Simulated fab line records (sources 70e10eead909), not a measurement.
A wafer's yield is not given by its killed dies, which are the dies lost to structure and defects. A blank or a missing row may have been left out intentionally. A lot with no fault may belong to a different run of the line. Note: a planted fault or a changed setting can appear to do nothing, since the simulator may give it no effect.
Which tool is to blame? || flow nand harc || Sampling: 24 lots, 72 wafers, 6 of 1302 route steps

WHAT THE GAUGES READ, wafer by wafer
NHARC_A_BLC_INSPECT_28.
{"lot": "L076", "measured": "day 23 02:48", "on": "defect inspect-01", "raw defect count": "541 527 674"}
{"lot": "L075", "measured": "day 23 02:38", "on": "defect inspect-01", "raw defect count": "440 529 529"}
{"lot": "L074", "measured": "day 23 04:27", "on": "defect inspect-01", "raw defect count": "447 513 354"}
{"lot": "L077", "measured": "day 23 17:36", "on": "defect inspect-02", "raw defect count": "450 497 475"}
{"lot": "L078", "measured": "day 24 08:32", "on": "defect inspect-01", "raw defect count": "598 620 446"}
{"lot": "L079", "measured": "day 25 05:33", "on": "defect inspect-01", "raw defect count": "545 564 726"}
{"lot": "L082", "measured": "day 25 11:44", "on": "defect inspect-01", "raw defect count": "386 428 327"}
{"lot": "L080", "measured": "day 25 14:10", "on": "defect inspect-01", "raw defect count": "415 468 551"}
{"lot": "L081", "measured": "day 26 18:05", "on": "defect inspect-01", "raw defect count": "519 590 613"}
{"lot": "L083", "measured": "day 26 19:59", "on": "defect inspect-01", "raw defect count": "386 397 378"}
{"lot": "L085", "measured": "day 26 23:25", "on": "defect inspect-02", "raw defect count": "672 589 613"}
{"lot": "L084", "measured": "day 27 03:10", "on": "defect inspect-01", "raw defect count": "707 494 725"}
{"lot": "L086", "measured": "day 27 20:02", "on": "defect inspect-02", "raw defect count": "605 411 579"}
{"lot": "L088", "measured": "day 28 15:09", "on": "defect inspect-01", "raw defect count": "469 526 414"}
{"lot": "L090", "measured": "day 28 19:46", "on": "defect inspect-02", "raw defect count": "432 434 497"}
{"lot": "L087", "measured": "day 28 23:53", "on": "defect inspect-02", "raw defect count": "470 467 519"}
{"lot": "L091", "measured": "day 28 22:47", "on": "defect inspect-02", "raw defect count": "571 778 611"}
{"lot": "L089", "measured": "day 29 01:51", "on": "defect inspect-01", "raw defect count": "411 479 392"}
{"lot": "L092", "measured": "day 29 19:40", "on": "defect inspect-01", "raw defect count": "522 426 502"}
{"lot": "L095", "measured": "day 30 18:58", "on": "defect inspect-01", "raw defect count": "793 484 606"}
{"lot": "L094", "measured": "day 30 22:15", "on": "defect inspect-01", "raw defect count": "251 271 380"}
{"lot": "L093", "measured": "day 31 00:28", "on": "defect inspect-01", "raw defect count": "330 457 449"}
{"lot": "L096", "measured": "day 32 13:46", "on": "defect inspect-01", "raw defect count": "398 679 460"}
{"lot": "L097", "measured": "day 32 15:16", "on": "defect inspect-01", "raw defect count": "438 516 553"}

WHAT TOOL EACH LOT RAN ON (gives the tool, then ch and the chambers of the sampled wafers, and finally the start)
{"lot": "L076", "NHARC_A_CONTACT_ETCH_132": "har cap etch-03 ch 0,1, day 22 11:11", "NHARC_A_CONTACT_DEP_84": "acl dep-02 ch 0, day 22 14:13", "NHARC_A_CONTACT_ETCH_136": "har cap etch-02 ch 0,1, day 22 18:52", "NHARC_A_CONTACT_ETCH_138": "har cap etch-02 ch 0,1, day 22 19:25", "NHARC_A_CONTACT_ETCH_139": "har cap etch-02 ch 0,1, day 22 19:41"}
{"lot": "L075", "NHARC_A_CONTACT_ETCH_132": "har cap etch-02 ch 0,1, day 22 11:27", "NHARC_A_CONTACT_DEP_84": "acl dep-03 ch 0, day 22 14:54", "NHARC_A_CONTACT_ETCH_136": "har cap etch-01 ch 0,1, day 22 19:04", "NHARC_A_CONTACT_ETCH_138": "har cap etch-01 ch 0,1, day 22 19:37", "NHARC_A_CONTACT_ETCH_139": "har cap etch-01 ch 0,1, day 22 19:53"}
{"lot": "L074", "NHARC_A_CONTACT_ETCH_132": "har cap etch-01 ch 0,1, day 22 14:18", "NHARC_A_CONTACT_DEP_84": "acl dep-03 ch 0, day 22 16:26", "NHARC_A_CONTACT_ETCH_136": "har cap etch-03 ch 0,1, day 22 20:47", "NHARC_A_CONTACT_ETCH_138": "har cap etch-03 ch 0,1, day 22 21:20", "NHARC_A_CONTACT_ETCH_139": "har cap etch-03 ch 0,1, day 22 21:36"}
{"lot": "L077", "NHARC_A_CONTACT_ETCH_132": "har cap etch-02 ch 1, day 23 02:43", "NHARC_A_CONTACT_DEP_84": "acl dep-02 ch 0, day 23 05:49", "NHARC_A_CONTACT_ETCH_136": "har cap etch-03 ch 0,1, day 23 09:54", "NHARC_A_CONTACT_ETCH_138": "har cap etch-03 ch 0,1, day 23 10:27", "NHARC_A_CONTACT_ETCH_139": "har cap etch-03 ch 0,1, day 23 10:43"}
{"lot": "L078", "NHARC_A_CONTACT_ETCH_132": "har cap etch-02 ch 0,1, day 23 16:31", "NHARC_A_CONTACT_DEP_84": "acl dep-01 ch 0, day 23 20:35", "NHARC_A_CONTACT_ETCH_136": "har cap etch-03 ch 0,1, day 24 00:45", "NHARC_A_CONTACT_ETCH_138": "har cap etch-03 ch 0,1, day 24 01:24", "NHARC_A_CONTACT_ETCH_139": "har cap etch-03 ch 0,1, day 24 01:46"}
{"lot": "L079", "NHARC_A_CONTACT_ETCH_132": "har cap etch-03 ch 0,1, day 24 14:21", "NHARC_A_CONTACT_DEP_84": "acl dep-02 ch 0, day 24 18:04", "NHARC_A_CONTACT_ETCH_136": "har cap etch-03 ch 0,1, day 24 21:50", "NHARC_A_CONTACT_ETCH_138": "har cap etch-03 ch 0,1, day 24 22:23", "NHARC_A_CONTACT_ETCH_139": "har cap etch-03 ch 0,1, day 24 22:39"}
{"lot": "L082", "NHARC_A_CONTACT_ETCH_132": "har cap etch-02 ch 0,1, day 24 21:18", "NHARC_A_CONTACT_DEP_84": "acl dep-03 ch 0, day 24 23:24", "NHARC_A_CONTACT_ETCH_136": "har cap etch-02 ch 0,1, day 25 03:41", "NHARC_A_CONTACT_ETCH_138": "har cap etch-02 ch 0,1, day 25 04:13", "NHARC_A_CONTACT_ETCH_139": "har cap etch-02 ch 0,1, day 25 04:29"}
{"lot": "L080", "NHARC_A_CONTACT_ETCH_132": "har cap etch-01 ch 0,1, day 24 22:00", "NHARC_A_CONTACT_DEP_84": "acl dep-01 ch 0, day 25 02:55", "NHARC_A_CONTACT_ETCH_136": "har cap etch-01 ch 0,1, day 25 06:40", "NHARC_A_CONTACT_ETCH_138": "har cap etch-01 ch 0,1, day 25 07:12", "NHARC_A_CONTACT_ETCH_139": "har cap etch-01 ch 0,1, day 25 07:28"}
{"lot": "L081", "NHARC_A_CONTACT_ETCH_132": "har cap etch-02 ch 0,1, day 26 00:20", "NHARC_A_CONTACT_DEP_84": "acl dep-01 ch 0, day 26 05:53", "NHARC_A_CONTACT_ETCH_136": "har cap etch-01 ch 0,1, day 26 10:11", "NHARC_A_CONTACT_ETCH_138": "har cap etch-01 ch 0,1, day 26 10:43", "NHARC_A_CONTACT_ETCH_139": "har cap etch-01 ch 0,1, day 26 10:59"}
{"lot": "L083", "NHARC_A_CONTACT_ETCH_132": "har cap etch-01 ch 0,1, day 26 05:43", "NHARC_A_CONTACT_DEP_84": "acl dep-01 ch 0, day 26 07:54", "NHARC_A_CONTACT_ETCH_136": "har cap etch-03 ch 0,1, day 26 12:18", "NHARC_A_CONTACT_ETCH_138": "har cap etch-03 ch 0,1, day 26 12:50", "NHARC_A_CONTACT_ETCH_139": "har cap etch-03 ch 0,1, day 26 13:07"}
{"lot": "L085", "NHARC_A_CONTACT_ETCH_132": "har cap etch-03 ch 0,1, day 26 09:16", "NHARC_A_CONTACT_DEP_84": "acl dep-01 ch 0, day 26 11:26", "NHARC_A_CONTACT_ETCH_136": "har cap etch-01 ch 0, day 26 15:44", "NHARC_A_CONTACT_ETCH_138": "har cap etch-01 ch 0, day 26 16:17", "NHARC_A_CONTACT_ETCH_139": "har cap etch-01 ch 0, day 26 16:33"}
{"lot": "L084", "NHARC_A_CONTACT_ETCH_132": "har cap etch-02 ch 0,1, day 26 10:46", "NHARC_A_CONTACT_DEP_84": "acl dep-01 ch 0, day 26 14:58", "NHARC_A_CONTACT_ETCH_136": "har cap etch-03 ch 0,1, day 26 19:21", "NHARC_A_CONTACT_ETCH_138": "har cap etch-03 ch 0,1, day 26 19:53", "NHARC_A_CONTACT_ETCH_139": "har cap etch-03 ch 0,1, day 26 20:10"}
{"lot": "L086", "NHARC_A_CONTACT_ETCH_132": "har cap etch-01 ch 0,1, day 27 06:06", "NHARC_A_CONTACT_DEP_84": "acl dep-02 ch 0, day 27 08:22", "NHARC_A_CONTACT_ETCH_136": "har cap etch-02 ch 0,1, day 27 12:30", "NHARC_A_CONTACT_ETCH_138": "har cap etch-02 ch 0,1, day 27 13:02", "NHARC_A_CONTACT_ETCH_139": "har cap etch-02 ch 0,1, day 27 13:19"}
{"lot": "L088", "NHARC_A_CONTACT_ETCH_132": "har cap etch-01 ch 0,1, day 27 22:13", "NHARC_A_CONTACT_DEP_84": "acl dep-01 ch 0, day 28 03:22", "NHARC_A_CONTACT_ETCH_136": "har cap etch-02 ch 0,1, day 28 07:38", "NHARC_A_CONTACT_ETCH_138": "har cap etch-02 ch 0,1, day 28 08:11", "NHARC_A_CONTACT_ETCH_139": "har cap etch-02 ch 0,1, day 28 08:27"}
{"lot": "L090", "NHARC_A_CONTACT_ETCH_132": "har cap etch-02 ch 0,1, day 28 02:07", "NHARC_A_CONTACT_DEP_84": "acl dep-02 ch 0, day 28 07:12", "NHARC_A_CONTACT_ETCH_136": "har cap etch-03 ch 0,1, day 28 11:22", "NHARC_A_CONTACT_ETCH_138": "har cap etch-03 ch 0,1, day 28 11:54", "NHARC_A_CONTACT_ETCH_139": "har cap etch-03 ch 0,1, day 28 12:10"}
{"lot": "L087", "NHARC_A_CONTACT_ETCH_132": "har cap etch-01 ch 0,1, day 28 03:47", "NHARC_A_CONTACT_DEP_84": "acl dep-02 ch 0, day 28 08:57", "NHARC_A_CONTACT_ETCH_136": "har cap etch-02 ch 0,1, day 28 13:25", "NHARC_A_CONTACT_ETCH_138": "har cap etch-02 ch 0,1, day 28 13:58", "NHARC_A_CONTACT_ETCH_139": "har cap etch-02 ch 0,1, day 28 14:14"}
{"lot": "L091", "NHARC_A_CONTACT_ETCH_132": "har cap etch-03 ch 0,1, day 28 07:44", "NHARC_A_CONTACT_DEP_84": "acl dep-02 ch 0, day 28 10:41", "NHARC_A_CONTACT_ETCH_136": "har cap etch-03 ch 0,1, day 28 14:56", "NHARC_A_CONTACT_ETCH_138": "har cap etch-03 ch 0,1, day 28 15:29", "NHARC_A_CONTACT_ETCH_139": "har cap etch-03 ch 0,1, day 28 15:45"}
{"lot": "L089", "NHARC_A_CONTACT_ETCH_132": "har cap etch-01 ch 0,1, day 28 10:47", "NHARC_A_CONTACT_DEP_84": "acl dep-02 ch 0, day 28 14:29", "NHARC_A_CONTACT_ETCH_136": "har cap etch-02 ch 0,1, day 28 18:20", "NHARC_A_CONTACT_ETCH_138": "har cap etch-02 ch 0,1, day 28 18:52", "NHARC_A_CONTACT_ETCH_139": "har cap etch-02 ch 0,1, day 28 19:09"}
{"lot": "L092", "NHARC_A_CONTACT_ETCH_132": "har cap etch-03 ch 0,1, day 29 03:00", "NHARC_A_CONTACT_DEP_84": "acl dep-03 ch 0, day 29 07:41", "NHARC_A_CONTACT_ETCH_136": "har cap etch-01 ch 0,1, day 29 11:58", "NHARC_A_CONTACT_ETCH_138": "har cap etch-01 ch 0,1, day 29 12:31", "NHARC_A_CONTACT_ETCH_139": "har cap etch-01 ch 0,1, day 29 12:47"}
{"lot": "L095", "NHARC_A_CONTACT_ETCH_132": "har cap etch-02 ch 0,1, day 30 03:41", "NHARC_A_CONTACT_DEP_84": "acl dep-02 ch 0, day 30 06:16", "NHARC_A_CONTACT_ETCH_136": "har cap etch-02 ch 0,1, day 30 11:13", "NHARC_A_CONTACT_ETCH_138": "har cap etch-02 ch 0,1, day 30 11:46", "NHARC_A_CONTACT_ETCH_139": "har cap etch-02 ch 0,1, day 30 12:02"}
{"lot": "L094", "NHARC_A_CONTACT_ETCH_132": "har cap etch-03 ch 0,1, day 30 07:35", "NHARC_A_CONTACT_DEP_84": "acl dep-01 ch 0, day 30 10:01", "NHARC_A_CONTACT_ETCH_136": "har cap etch-03 ch 0,1, day 30 14:40", "NHARC_A_CONTACT_ETCH_138": "har cap etch-03 ch 0,1, day 30 15:13", "NHARC_A_CONTACT_ETCH_139": "har cap etch-03 ch 0,1, day 30 15:29"}
{"lot": "L093", "NHARC_A_CONTACT_ETCH_132": "har cap etch-01 ch 1, day 30 10:02", "NHARC_A_CONTACT_DEP_84": "acl dep-02 ch 0, day 30 12:58", "NHARC_A_CONTACT_ETCH_136": "har cap etch-01 ch 0,1, day 30 16:58", "NHARC_A_CONTACT_ETCH_138": "har cap etch-01 ch 0,1, day 30 17:31", "NHARC_A_CONTACT_ETCH_139": "har cap etch-01 ch 0,1, day 30 17:47"}
{"lot": "L096", "NHARC_A_CONTACT_ETCH_132": "har cap etch-02 ch 0, day 31 15:02", "NHARC_A_CONTACT_DEP_84": "acl dep-02 ch 0, day 32 01:44", "NHARC_A_CONTACT_ETCH_136": "har cap etch-01 ch 0,1, day 32 05:58", "NHARC_A_CONTACT_ETCH_138": "har cap etch-01 ch 0,1, day 32 06:31", "NHARC_A_CONTACT_ETCH_139": "har cap etch-01 ch 0,1, day 32 06:47"}
{"lot": "L097", "NHARC_A_CONTACT_ETCH_132": "har cap etch-03 ch 0,1, day 31 17:56", "NHARC_A_CONTACT_DEP_84": "acl dep-02 ch 0, day 32 03:26", "NHARC_A_CONTACT_ETCH_136": "har cap etch-02 ch 0,1, day 32 07:35", "NHARC_A_CONTACT_ETCH_138": "har cap etch-02 ch 0,1, day 32 08:07", "NHARC_A_CONTACT_ETCH_139": "har cap etch-02 ch 0,1, day 32 08:23"}
- NHARC_A_CONTACT_ETCH_132: etches the open film in C4F8/O2/Ar, time 197 s, target depth 1924 nm.
- NHARC_A_CONTACT_DEP_84: deposits aC, target thk 2800 nm.
- NHARC_A_CONTACT_ETCH_136: etches the open film in C4F8/O2/Ar, time 311 s, target depth 1912 nm.
- NHARC_A_CONTACT_ETCH_138: etches the open film in C4F8/O2/Ar, time 311 s, target depth 1914 nm.
- NHARC_A_CONTACT_ETCH_139: etches the open film in C4F8/O2/Ar, time 195 s, target depth 840 nm.

AS READ BY THE TOOLS THEMSELVES (means over the sampled wafers that have a number; for cases with no such wafer, the mark the record gives instead)
NHARC_A_CONTACT_ETCH_132.
{"lot": "L076", "tool": "har cap etch-03", "chamber pressure mTorr (mTorr)": 20.013}
{"lot": "L075", "tool": "har cap etch-02", "chamber pressure mTorr (mTorr)": 20.004}
{"lot": "L074", "tool": "har cap etch-01", "chamber pressure mTorr (mTorr)": 19.998}
{"lot": "L077", "tool": "har cap etch-02", "chamber pressure mTorr (mTorr)": 19.999}
{"lot": "L078", "tool": "har cap etch-02", "chamber pressure mTorr (mTorr)": 20.013}
{"lot": "L079", "tool": "har cap etch-03", "chamber pressure mTorr (mTorr)": 19.998}
{"lot": "L082", "tool": "har cap etch-02", "chamber pressure mTorr (mTorr)": 19.982}
{"lot": "L080", "tool": "har cap etch-01", "chamber pressure mTorr (mTorr)": 20.006}
{"lot": "L081", "tool": "har cap etch-02", "chamber pressure mTorr (mTorr)": 20.009}
{"lot": "L083", "tool": "har cap etch-01", "chamber pressure mTorr (mTorr)": 20.004}
{"lot": "L085", "tool": "har cap etch-03", "chamber pressure mTorr (mTorr)": 19.982}
{"lot": "L084", "tool": "har cap etch-02", "chamber pressure mTorr (mTorr)": 20.012}
{"lot": "L086", "tool": "har cap etch-01", "chamber pressure mTorr (mTorr)": 20.012}
{"lot": "L088", "tool": "har cap etch-01", "chamber pressure mTorr (mTorr)": 20.004}
{"lot": "L090", "tool": "har cap etch-02", "chamber pressure mTorr (mTorr)": 19.992}
{"lot": "L087", "tool": "har cap etch-01", "chamber pressure mTorr (mTorr)": 20.001}
{"lot": "L091", "tool": "har cap etch-03", "chamber pressure mTorr (mTorr)": 19.999}
{"lot": "L089", "tool": "har cap etch-01", "chamber pressure mTorr (mTorr)": 20.010}
{"lot": "L092", "tool": "har cap etch-03", "chamber pressure mTorr (mTorr)": 20.006}
{"lot": "L095", "tool": "har cap etch-02", "chamber pressure mTorr (mTorr)": 19.997}
{"lot": "L094", "tool": "har cap etch-03", "chamber pressure mTorr (mTorr)": 19.995}
{"lot": "L093", "tool": "har cap etch-01", "chamber pressure mTorr (mTorr)": 20.010}
{"lot": "L096", "tool": "har cap etch-02", "chamber pressure mTorr (mTorr)": 20.008}
{"lot": "L097", "tool": "har cap etch-03", "chamber pressure mTorr (mTorr)": 20.002}

NHARC_A_CONTACT_DEP_84.
{"lot": "L076", "tool": "acl dep-02", "throttle valve pct (%)": 35.002}
{"lot": "L075", "tool": "acl dep-03", "throttle valve pct (%)": 34.996}
{"lot": "L074", "tool": "acl dep-03", "throttle valve pct (%)": 35.004}
{"lot": "L077", "tool": "acl dep-02", "throttle valve pct (%)": 34.998}
{"lot": "L078", "tool": "acl dep-01", "throttle valve pct (%)": 35.010}
{"lot": "L079", "tool": "acl dep-02", "throttle valve pct (%)": 34.992}
{"lot": "L082", "tool": "acl dep-03", "throttle valve pct (%)": 34.993}
{"lot": "L080", "tool": "acl dep-01", "throttle valve pct (%)": 35.008}
{"lot": "L081", "tool": "acl dep-01", "throttle valve pct (%)": 34.998}
{"lot": "L083", "tool": "acl dep-01", "throttle valve pct (%)": 35.002}
{"lot": "L085", "tool": "acl dep-01", "throttle valve pct (%)": 34.998}
{"lot": "L084", "tool": "acl dep-01", "throttle valve pct (%)": 35.007}
{"lot": "L086", "tool": "acl dep-02", "throttle valve pct (%)": 35.001}
{"lot": "L088", "tool": "acl dep-01", "throttle valve pct (%)": 34.998}
{"lot": "L090", "tool": "acl dep-02", "throttle valve pct (%)": 34.992}
{"lot": "L087", "tool": "acl dep-02", "throttle valve pct (%)": 35.001}
{"lot": "L091", "tool": "acl dep-02", "throttle valve pct (%)": 35.003}
{"lot": "L089", "tool": "acl dep-02", "throttle valve pct (%)": 35.004}
{"lot": "L092", "tool": "acl dep-03", "throttle valve pct (%)": 35.005}
{"lot": "L095", "tool": "acl dep-02", "throttle valve pct (%)": 34.990}
{"lot": "L094", "tool": "acl dep-01", "throttle valve pct (%)": 34.996}
{"lot": "L093", "tool": "acl dep-02", "throttle valve pct (%)": 35.004}
{"lot": "L096", "tool": "acl dep-02", "throttle valve pct (%)": 34.996}
{"lot": "L097", "tool": "acl dep-02", "throttle valve pct (%)": 34.994}

NHARC_A_CONTACT_ETCH_136.
{"lot": "L076", "tool": "har cap etch-02", "chamber pressure mTorr (mTorr)": 19.984}
{"lot": "L075", "tool": "har cap etch-01", "chamber pressure mTorr (mTorr)": 19.993}
{"lot": "L074", "tool": "har cap etch-03", "chamber pressure mTorr (mTorr)": 20.007}
{"lot": "L077", "tool": "har cap etch-03", "chamber pressure mTorr (mTorr)": 19.996}
{"lot": "L078", "tool": "har cap etch-03", "chamber pressure mTorr (mTorr)": 19.996}
{"lot": "L079", "tool": "har cap etch-03", "chamber pressure mTorr (mTorr)": 19.988}
{"lot": "L082", "tool": "har cap etch-02", "chamber pressure mTorr (mTorr)": 20.002}
{"lot": "L080", "tool": "har cap etch-01", "chamber pressure mTorr (mTorr)": 20.006}
{"lot": "L081", "tool": "har cap etch-01", "chamber pressure mTorr (mTorr)": 19.998}
{"lot": "L083", "tool": "har cap etch-03", "chamber pressure mTorr (mTorr)": 20.005}
{"lot": "L085", "tool": "har cap etch-01", "chamber pressure mTorr (mTorr)": 19.993}
{"lot": "L084", "tool": "har cap etch-03", "chamber pressure mTorr (mTorr)": 20.012}
{"lot": "L086", "tool": "har cap etch-02", "chamber pressure mTorr (mTorr)": 19.997}
{"lot": "L088", "tool": "har cap etch-02", "chamber pressure mTorr (mTorr)": 19.992}
{"lot": "L090", "tool": "har cap etch-03", "chamber pressure mTorr (mTorr)": 20.020}
{"lot": "L087", "tool": "har cap etch-02", "chamber pressure mTorr (mTorr)": 20.003}
{"lot": "L091", "tool": "har cap etch-03", "chamber pressure mTorr (mTorr)": 20.010}
{"lot": "L089", "tool": "har cap etch-02", "chamber pressure mTorr (mTorr)": 19.999}
{"lot": "L092", "tool": "har cap etch-01", "chamber pressure mTorr (mTorr)": 20.020}
{"lot": "L095", "tool": "har cap etch-02", "chamber pressure mTorr (mTorr)": 20.006}
{"lot": "L094", "tool": "har cap etch-03", "chamber pressure mTorr (mTorr)": 20.024}
{"lot": "L093", "tool": "har cap etch-01", "chamber pressure mTorr (mTorr)": 20.018}
{"lot": "L096", "tool": "har cap etch-01", "chamber pressure mTorr (mTorr)": 20.014}
{"lot": "L097", "tool": "har cap etch-02", "chamber pressure mTorr (mTorr)": 19.996}

NHARC_A_CONTACT_ETCH_138.
{"lot": "L076", "tool": "har cap etch-02", "chamber pressure mTorr (mTorr)": 19.998}
{"lot": "L075", "tool": "har cap etch-01", "chamber pressure mTorr (mTorr)": 20.004}
{"lot": "L074", "tool": "har cap etch-03", "chamber pressure mTorr (mTorr)": 19.993}
{"lot": "L077", "tool": "har cap etch-03", "chamber pressure mTorr (mTorr)": 19.998}
{"lot": "L078", "tool": "har cap etch-03", "chamber pressure mTorr (mTorr)": 19.989}
{"lot": "L079", "tool": "har cap etch-03", "chamber pressure mTorr (mTorr)": 19.994}
{"lot": "L082", "tool": "har cap etch-02", "chamber pressure mTorr (mTorr)": 19.990}
{"lot": "L080", "tool": "har cap etch-01", "chamber pressure mTorr (mTorr)": 19.992}
{"lot": "L081", "tool": "har cap etch-01", "chamber pressure mTorr (mTorr)": 19.980}
{"lot": "L083", "tool": "har cap etch-03", "chamber pressure mTorr (mTorr)": 19.996}
{"lot": "L085", "tool": "har cap etch-01", "chamber pressure mTorr (mTorr)": 19.999}
{"lot": "L084", "tool": "har cap etch-03", "chamber pressure mTorr (mTorr)": 19.989}
{"lot": "L086", "tool": "har cap etch-02", "chamber pressure mTorr (mTorr)": 19.994}
{"lot": "L088", "tool": "har cap etch-02", "chamber pressure mTorr (mTorr)": 20.000}
{"lot": "L090", "tool": "har cap etch-03", "chamber pressure mTorr (mTorr)": 20.006}
{"lot": "L087", "tool": "har cap etch-02", "chamber pressure mTorr (mTorr)": 20.001}
{"lot": "L091", "tool": "har cap etch-03", "chamber pressure mTorr (mTorr)": 20.004}
{"lot": "L089", "tool": "har cap etch-02", "chamber pressure mTorr (mTorr)": 20.000}
{"lot": "L092", "tool": "har cap etch-01", "chamber pressure mTorr (mTorr)": 20.018}
{"lot": "L095", "tool": "har cap etch-02", "chamber pressure mTorr (mTorr)": 19.987}
{"lot": "L094", "tool": "har cap etch-03", "chamber pressure mTorr (mTorr)": 19.988}
{"lot": "L093", "tool": "har cap etch-01", "chamber pressure mTorr (mTorr)": 19.997}
{"lot": "L096", "tool": "har cap etch-01", "chamber pressure mTorr (mTorr)": 19.989}
{"lot": "L097", "tool": "har cap etch-02", "chamber pressure mTorr (mTorr)": 19.997}

NHARC_A_CONTACT_ETCH_139.
{"lot": "L076", "tool": "har cap etch-02", "chamber pressure mTorr (mTorr)": 19.995}
{"lot": "L075", "tool": "har cap etch-01", "chamber pressure mTorr (mTorr)": 19.999}
{"lot": "L074", "tool": "har cap etch-03", "chamber pressure mTorr (mTorr)": 20.000}
{"lot": "L077", "tool": "har cap etch-03", "chamber pressure mTorr (mTorr)": 20.010}
{"lot": "L078", "tool": "har cap etch-03", "chamber pressure mTorr (mTorr)": 20.010}
{"lot": "L079", "tool": "har cap etch-03", "chamber pressure mTorr (mTorr)": 19.997}
{"lot": "L082", "tool": "har cap etch-02", "chamber pressure mTorr (mTorr)": 19.996}
{"lot": "L080", "tool": "har cap etch-01", "chamber pressure mTorr (mTorr)": 19.984}
{"lot": "L081", "tool": "har cap etch-01", "chamber pressure mTorr (mTorr)": 19.997}
{"lot": "L083", "tool": "har cap etch-03", "chamber pressure mTorr (mTorr)": 20.002}
{"lot": "L085", "tool": "har cap etch-01", "chamber pressure mTorr (mTorr)": 20.008}
{"lot": "L084", "tool": "har cap etch-03", "chamber pressure mTorr (mTorr)": 19.993}
{"lot": "L086", "tool": "har cap etch-02", "chamber pressure mTorr (mTorr)": 20.000}
{"lot": "L088", "tool": "har cap etch-02", "chamber pressure mTorr (mTorr)": 20.004}
{"lot": "L090", "tool": "har cap etch-03", "chamber pressure mTorr (mTorr)": 20.005}
{"lot": "L087", "tool": "har cap etch-02", "chamber pressure mTorr (mTorr)": 20.003}
{"lot": "L091", "tool": "har cap etch-03", "chamber pressure mTorr (mTorr)": 19.993}
{"lot": "L089", "tool": "har cap etch-02", "chamber pressure mTorr (mTorr)": 20.010}
{"lot": "L092", "tool": "har cap etch-01", "chamber pressure mTorr (mTorr)": 20.008}
{"lot": "L095", "tool": "har cap etch-02", "chamber pressure mTorr (mTorr)": 19.986}
{"lot": "L094", "tool": "har cap etch-03", "chamber pressure mTorr (mTorr)": 20.020}
{"lot": "L093", "tool": "har cap etch-01", "chamber pressure mTorr (mTorr)": 20.005}
{"lot": "L096", "tool": "har cap etch-01", "chamber pressure mTorr (mTorr)": 20.000}
{"lot": "L097", "tool": "har cap etch-02", "chamber pressure mTorr (mTorr)": 19.974}

THE ANSWER, worked out from the rows above alone
Rule: usual is defined by the lots themselves. The widest of any qualifying gaps counts: lots, ordered by their means at a reading, are off when they make up no more than a third of the lots, leave a main group of 4 or more, and stand apart from it by 3 or more times the standard deviation of that group's means. If all means in a main group match to the digits the tables above print for the reading, that group is not used. Also off: a lot with no number at a reading for which 4 or more lots have one. The other lots that the step has rows for count as sound. After the gauges, taken in route order, come the tools' own readings; for these a lot's mean is taken, as printed above. The first step at which some lot is off is used, and at that step the reading that is off furthest; a lot without a number counts as furthest.
Across all readings shown, no lot is off: no conclusion can be drawn from this.

WHAT HAD BEEN PUT IN BY THE SIMULATOR
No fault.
